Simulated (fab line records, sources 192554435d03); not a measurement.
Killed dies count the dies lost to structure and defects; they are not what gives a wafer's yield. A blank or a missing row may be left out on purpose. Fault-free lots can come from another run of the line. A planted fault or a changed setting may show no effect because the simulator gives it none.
Comparing a struck lot with a sound one / flow n5Finfet / 25 steps out of a route of 1938
Sound: wafers L564.2, L564.4, L564.6. Struck: wafer L554.6 (L554.1, L554.3, from the same lot, were not struck and are left out); the cause is given at the end.
Each step with rows lists, per side, the tool, then ch with its chambers, then its first start. Under that, the readings that differ: sound wafers / struck wafers / difference of the means / sigmas: that difference in standard deviations of wafers without a fault.
alike: readings whose means differ by less than 2 such deviations, and words and numbers that are the same on both sides. not compared: withheld readings, readings that some wafer has no value for, bounds like >300 that may hide the same value, and numbers for which the record gives no deviation and whose values overlap.
A row with sigmas, a row that says differs or no value, or rows on one side alone: a step with any of these is where the two part. Numbers that have no deviation but don't overlap get no sigmas and don't part them. A reading missing from all wafers of one side parts the sides only when that side holds two or more wafers.

first, 9 steps without rows for these wafers: N5_BEOL_M10_COAT_60 (time 60 s, resist thk 30 nm); N5_BEOL_M10_COAT_05 (resist thk 90 nm); N5_BEOL_M10_EBR_07; N5_BEOL_M10_SOFTBAKE_06 (time 60 s); N5_BEOL_M10_EXPOSE_08 (exposes mask M10); N5_BEOL_M10_PEB_09 (peb time 60 s); N5_BEOL_M10_DEVELOP_10 (develop time 30 s); N5_BEOL_M10_DESCUM_16 (chemistry O2, time 7.9 s); N5_BEOL_M10_ETCH_61 (etches SiARC in CF4, target depth 39 nm, time 65 s).
N5_BEOL_M10_ETCH_62: etches SOC in N2/H2, target depth 110 nm, overetch 22 nm, time 165 s.
  sound on rieDiel-01 ch 0,1,3, day 16 09:34; struck on rieDiel-04 ch 2, day 13 12:16
  alike: drypumpMotorCurrentA, h2FlowSccm, oesProductAu, rfVppV, showerheadPlenumPTorr, throttleValvePct
  not compared: rfHoursCounterH
then, 12 steps without rows for these wafers: N5_BEOL_M10_STRIP_68 (strips in N2/H2); N5_BEOL_M10_STRIP_67 (strips in CF4); N5_BEOL_M10_HM_OPEN_17 (chemistry Cl2/BCl3, target TiN, target depth 20 nm, overetch 6 nm); N5_BEOL_M10_STRIP_19 (strips in O2); N5_BEOL_M10_COAT_63 (time 60 s, resist thk 100 nm); N5_BEOL_M10_COAT_64 (time 60 s, resist thk 30 nm); N5_BEOL_M10_COAT_22 (resist thk 90 nm); N5_BEOL_M10_EBR_24; N5_BEOL_M10_SOFTBAKE_23 (time 60 s); N5_BEOL_M10_EXPOSE_25 (exposes mask V9); N5_BEOL_M10_PEB_26 (peb time 60 s); N5_BEOL_M10_DEVELOP_27 (develop time 30 s).
N5_BEOL_M10_INSPECT_30: inspects for defects (brightfield).
  sound: defectInspect-02 at day 16 10:24; struck: defectInspect-02 at day 13 13:05
reading=rawDefectCount; sound=372 558 349; struck=969; difference=+543; sigmas=+7
then, 1 step without rows for these wafers: N5_BEOL_M10_DESCUM_33 (chemistry O2, time 7.9 s).
N5_PASSIVATION_PROBE_49:
  sound: prober-02 at day 19 07:28; struck: prober-02 at day 15 12:24
reading=defectLimitedYield (%); sound=88.9 90.8 92.1; struck=79.2; difference=-11.4; sigmas=-8
reading=killed_at_M4_up; sound=11 19 18; struck=128; difference=+112; sigmas=+22
reading=killedDies; sound=131 108 93; struck=246; difference=+135; sigmas=+8
reading=killedOnRim; sound=12 16 17; struck=34; difference=+19; sigmas=+5
reading=sort_bin_5_function (%); sound=6.3 5.7 4.6; struck=12.8; difference=+7.3; sigmas=+7
reading=sort_bin_6_memory (%); sound=4.6 3.1 3.1; struck=5.5; difference=+1.9; sigmas=+3
reading=sortNPass; sound=1049 1072 1087; struck=934; difference=-135; sigmas=-8
reading=sortYieldPct (%); sound=88.9 90.8 92.1; struck=79.2; difference=-11.4; sigmas=-8
  alike: killed_at_M0_to_M3, killedAtContacts, killedAtFrontEnd, killedAtOther, killedOpen, killedShort

== WHERE THEY PART ==
At N5_BEOL_M10_INSPECT_30 first; at N5_PASSIVATION_PROBE_49 last (within this record only).

WHY: what had been put in by the simulator
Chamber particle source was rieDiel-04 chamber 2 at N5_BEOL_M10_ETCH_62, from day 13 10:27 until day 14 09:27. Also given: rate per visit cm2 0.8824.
